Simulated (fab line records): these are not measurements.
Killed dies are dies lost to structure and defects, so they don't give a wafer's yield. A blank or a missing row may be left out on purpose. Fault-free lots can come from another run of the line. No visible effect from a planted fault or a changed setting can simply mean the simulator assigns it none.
A struck lot beside a sound one | flow n5-finfet | 15 out of 1938 route steps
Sound: wafers L629.1, L629.5, L629.6. The struck wafers were L632.2, L632.3, L632.6. At the end, the cause is stated.
Each step with rows lists, per side, the tool, then ch with its chambers, then its first start. Under that, the readings that differ: sound wafers | struck wafers | difference of the means | sigmas: that difference in standard deviations of wafers without a fault.
alike: words and numbers the same on both sides, and readings whose means are apart by under 2 such deviations; not compared: readings that were withheld, readings missing a value for some wafer, numbers with overlapping values and no deviation given by the record, and bounds like >300 which may hide the same value.
The two part at a step that has a row with sigmas, a row that says differs or no value, or rows on one side only. Numbers that don't overlap but have no deviation are shown without sigmas and don't part them. A reading that every wafer of one side lacks parts them only if that side has two wafers or more.

first, 7 steps without rows for these wafers: N5_WELL_APT_COAT_02 (resist thk 950 nm); N5_WELL_APT_EBR_04; N5_WELL_APT_SOFTBAKE_03 (time 60 s); N5_WELL_APT_EXPOSE_05 (exposes mask NWELL, defocus 0 nm, target cd 200 nm); N5_WELL_APT_PEB_06 (peb time 90 s); N5_WELL_APT_DEVELOP_07 (develop time 45 s); N5_WELL_APT_HARDBAKE_12 (time 120 s).
N5_WELL_APT_CD_MEAS_08 targets a cd of 200 nm.
  sound on cd-sem-01 ch 0, day 2 07:34; struck on cd-sem-01 ch 0, day 3 01:59
  reading    | sound             | struck            | difference | sigmas
  cd-nm (nm) | 201.8 200.4 198.5 | 197.6 196.5 197.4 | -3.1       | -2
N5_WELL_APT_OVL_MEAS_09:
  sound on overlay-01 ch 0, day 2 07:35; struck on overlay-01 ch 0, day 3 02:01
  alike: NWELL_OVL
N5_WELL_APT_INSPECT_10: inspects for defects (macro).
  sound on defect-inspect-01, day 2 07:37; struck on defect-inspect-02, day 3 02:02
  alike: raw-defect-count
N5_WELL_APT_DESCUM_13: chemistry O2, time 7.9 s.
  sound on rie-diel-02 ch 0,1,3, day 2 07:39; struck on rie-diel-02 ch 1,3, day 3 03:01
  alike: drypump-motor-current-A, oes-product-au, rf-vpp-V, showerhead-plenum-p-Torr, throttle-valve-pct
  not compared: rf-hours-counter-h
after that, 1 step had no rows for these wafers: N5_WELL_APT_IMPLANT_14.
N5_WELL_APT_IMPLANT_15:
  sound on implanter-02 ch 0, day 2 10:35; struck on implanter-02 ch 0, day 3 03:19
  reading            | sound                            | struck                           | difference  | sigmas
  dose-ions-cm2      | 1.4984e+13 1.4966e+13 1.4967e+13 | 1.3303e+13 1.3278e+13 1.3269e+13 | -1.6890e+12 | -99 or more
  faraday-current-uA | 195 201 191                      | 172 170 167                      | -26         | -7
  tilt-deg (degrees) | -0.001 -0.029 -0.049             | 0.032 0.036 0.006                | +0.051      | +2
  alike: beam-on-s
then, 1 step without rows for these wafers: N5_WELL_APT_STRIP_16 (strips in SPM, time 900 s).
N5_PASSIVATION_PROBE_49:
  sound wafers here have rows in the record (prober-02, day 13 04:15); struck ones have none

## WHERE THEY PART
Last at N5_PASSIVATION_PROBE_49 as far as this record goes, first at N5_WELL_APT_CD_MEAS_08.

WHY: the cause the simulator had injected
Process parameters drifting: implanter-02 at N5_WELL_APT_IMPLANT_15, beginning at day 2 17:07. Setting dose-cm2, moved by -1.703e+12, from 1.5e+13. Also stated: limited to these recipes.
